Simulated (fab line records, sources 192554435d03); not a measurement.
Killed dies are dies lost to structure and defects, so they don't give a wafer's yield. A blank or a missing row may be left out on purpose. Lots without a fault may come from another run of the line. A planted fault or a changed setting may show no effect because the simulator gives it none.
Split-lot experiment | flow n5_finfet | 7 lots, 39 wafers read, on a route of 1938 steps

THE SPLIT
At N5_HKMG_FIN_ETCH_67 (etches SOC in N2/H2, stops on TiN, target depth 388.9 nm), the setting target_depth_a was moved away from the recipe's 3889 angstrom on 15 of the 39 wafers read, by -9.5% to +9.6%. The other wafers ran this setting at the recipe's value.

The reading is taken at the split's own step.

THE READING
SOC_of_HKMG_FIN_COAT_66.thk_nm (the simulator's own value, which no gauge read), in nm, at N5_HKMG_FIN_ETCH_67 (etches SOC in N2/H2, stops on TiN, target depth 388.9 nm). The file gives no usual value for it. The 24 wafers here that ran the recipe average 17.8 nm, standard deviation 4.7 nm.

wafer  | tool, chamber at the split | target_depth_a as run, angstrom | against the recipe | SOC_of_HKMG_FIN_COAT_66.thk_nm, nm | against lot-mates on the recipe
L076.1 | rie_diel-04, 0             | 3519                            | -9.5%              | 43.8                               | +25.4
L076.2 | rie_diel-04, 1             | 3519                            | -9.5%              | 39.2                               | +20.8
L076.3 | rie_diel-04, 2             | 3889                            | recipe             | 12.8                               | -
L076.4 | rie_diel-04, 3             | 3889                            | recipe             | 24.8                               | -
L076.5 | rie_diel-04, 3             | 3519                            | -9.5%              | 49.2                               | +30.8
L076.6 | rie_diel-04, 0             | 3889                            | recipe             | 17.6                               | -
L079.1 | rie_diel-04, 3,0,2         | 4263                            | +9.6%              | 8.2                                | -6.8
L079.2 | rie_diel-04, 3,0,2         | 4263                            | +9.6%              | 8.2                                | -6.8
L079.5 | rie_diel-04, 3,0,2         | 4263                            | +9.6%              | 8.2                                | -6.8
L079.3 | rie_diel-04, 2             | 3889                            | recipe             | 17.4                               | -
L079.4 | rie_diel-04, 1             | 3889                            | recipe             | 16.2                               | -
L079.6 | rie_diel-04, 1             | 3889                            | recipe             | 11.4                               | -
L080.1 | rie_diel-04, 0             | 3654                            | -6.0%              | 34.2                               | +16.7
L080.2 | rie_diel-04, 3             | 3889                            | recipe             | 24.4                               | -
L080.3 | rie_diel-04, 1             | 3654                            | -6.0%              | 31                                 | +13.5
L080.4 | rie_diel-04, 2             | 3654                            | -6.0%              | 32.6                               | +15.1
L080.5 | rie_diel-04, 1             | 3889                            | recipe             | 11.8                               | -
L080.6 | rie_diel-04, 0             | 3889                            | recipe             | 16.4                               | -
L081.1 | rie_diel-04, 0             | 3889                            | recipe             | 20.2                               | -
L081.2 | rie_diel-04, 3             | 3577                            | -8.0%              | 47                                 | +26.3
L081.3 | rie_diel-04, 1             | 3577                            | -8.0%              | 38.2                               | +17.5
L081.4 | rie_diel-04, 2             | 3889                            | recipe             | 16.6                               | -
L081.5 | rie_diel-04, 3             | 3889                            | recipe             | 25.2                               | -
L081.6 | rie_diel-04, 0             | 3577                            | -8.0%              | 43                                 | +22.3
L083.1 | rie_diel-03, 2             | 3889                            | recipe             | 19.8                               | -
L083.2 | rie_diel-03, 0             | 3889                            | recipe             | 9                                  | -
L083.3 | rie_diel-03, 3,2           | 3889                            | recipe             | 22.2                               | -
L083.4 | rie_diel-03, 3,2           | 3889                            | recipe             | 22.2                               | -
L083.5 | rie_diel-03, 0             | 3889                            | recipe             | 10                                 | -
L083.6 | rie_diel-03, 3             | 3889                            | recipe             | 20.6                               | -
L085.3 | rie_diel-04, 0             | 3889                            | recipe             | 18                                 | -
L085.5 | rie_diel-04, 0             | 3889                            | recipe             | 19                                 | -
L085.6 | rie_diel-04, 1             | 3889                            | recipe             | 13                                 | -
L087.1 | rie_diel-04, 0             | 3889                            | recipe             | 21.8                               | -
L087.2 | rie_diel-04, 3             | 3521                            | -9.5%              | 52.8                               | +33.0
L087.3 | rie_diel-04, 1             | 3889                            | recipe             | 14.6                               | -
L087.4 | rie_diel-04, 0             | 3521                            | -9.5%              | 49.4                               | +29.6
L087.5 | rie_diel-04, 1             | 3521                            | -9.5%              | 41.8                               | +22.0
L087.6 | rie_diel-04, 3             | 3889                            | recipe             | 23                                 | -
Where a row lists several chambers, the file gives one row for several wafers and doesn't say which wafer went through which chamber.

THE FIT
A straight line over all 39 wafers: SOC_of_HKMG_FIN_COAT_66.thk_nm changes by -2.3 nm for each +1% of target_depth_a; r = -0.89; the points scatter about the line by 5.9 nm.
The same after taking each lot's own level away (the mean of its wafers on the recipe; 39 wafers): -2.09 nm for each +1%; r = -0.88; scatter 5.9 nm.
On that fit, the largest move of target_depth_a shifts the reading by 20 nm.
The lots' own levels span 15.00 to 20.67 nm, that is 1.2 times the standard deviation above.
So the lot-to-lot level changes the slope little: the two slopes agree.
Check: with one of the wafers moved furthest among these (+9.6%) left out of the fit, the line predicts -19.4 nm for it against its lot-mates. It came out at -6.8 nm against them.

OTHER SPLITS ON THESE WAFERS
These wafers also went through other splits before the reading. Each is held against what the fit with the lots' levels taken away leaves over:
other split on the same wafers             | wafers away from the commonest value | r with SOC_of_HKMG_FIN_COAT_66.thk_nm (lot level and that fit taken away)
N5_FIN_SAQP_MANDREL_ETCH_22 target_depth_a | 9                                    | -0.06
N5_HKMG_FIN_ETCH_35 source_w               | 12                                   | +0.02

THE FILE'S OWN FIT
SOC_of_HKMG_FIN_COAT_66.thk_nm changes by -2.26 nm for each +1% of target_depth_a, r = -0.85.
